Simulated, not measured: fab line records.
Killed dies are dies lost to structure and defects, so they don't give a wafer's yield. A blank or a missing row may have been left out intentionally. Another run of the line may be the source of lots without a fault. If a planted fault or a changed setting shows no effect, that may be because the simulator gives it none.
Chamber matching + flow n5_finfet + N5_BEOL_M7_ILD_DEP_00 on pecvd-04 has 3 sister chambers
The step deposits SiCOH lowk from DEMS/porogen, target thk 179.75 nm, time 33.4 s. 6 wafers are shown with their chamber, then 10 later ones without.

WAFERS PAIRED WITH THEIR CHAMBERS
| wafer  | chamber | showerhead_plenum_p_Torr (Torr) | throttle_valve_pct (%) |
|--------|---------|---------------------------------|------------------------|
| L074.5 | 1       | 5.719                           | 14.2                   |
| L081.4 | 0       | 5.706                           | 13.3                   |
| L083.2 | 1       | 5.721                           | 13.9                   |
| L083.5 | 0       | 5.715                           | 13.2                   |
| L088.2 | 2       | 5.745                           | 14.5                   |
| L088.5 | 2       | 5.782                           | 13.9                   |

WAFERS WITH NO CHAMBER GIVEN
| wafer  | showerhead_plenum_p_Torr (Torr) | throttle_valve_pct (%) |
|--------|---------------------------------|------------------------|
| L088.6 | 5.714                           | 14.0                   |
| L090.2 | 5.730                           | 14.3                   |
| L090.4 | 5.740                           | 14.3                   |
| L090.5 | 5.726                           | 13.2                   |
| L093.1 | 5.743                           | 13.8                   |
| L093.2 | 5.763                           | 14.3                   |
| L093.6 | 5.722                           | 14.3                   |
| L094.1 | 5.759                           | 14.2                   |
| L094.4 | 5.754                           | 14.2                   |
| L094.5 | 5.715                           | 13.4                   |

EACH ONE'S CHAMBER
| wafer  | from the rows above          | in truth |
|--------|------------------------------|----------|
| L088.6 | 1                            | 1        |
| L090.2 | can't be placed: 1 or 2      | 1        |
| L090.4 | can't be placed: 2 or 1      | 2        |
| L090.5 | 0                            | 0        |
| L093.1 | can't be placed: 1 or 2 or 0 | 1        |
| L093.2 | 2                            | 2        |
| L093.6 | can't be placed: 1 or 2      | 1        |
| L094.1 | 2                            | 2        |
| L094.4 | can't be placed: 2 or 1      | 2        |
| L094.5 | can't be placed: 0 or 1      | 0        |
Correct placement for 4 of the 10. Cannot be placed on the basis of these rows: 6; the candidates contain the true chamber in 6. 0 placed wrongly.
How it was worked out, from the rows above alone: a wafer's distance from a chamber is the root of the sum, over the readings, of the square of ((its reading less the chamber's mean) divided by the reading's scatter). The wafer belongs to the nearest chamber; if the next one is less than 2 further off, it can't be placed. Each chamber's mean is taken over the wafers shown for it. The scatter: the root of (the sum of the squares of (reading less its chamber's mean) over the shown wafers, divided by (wafers less chambers)).
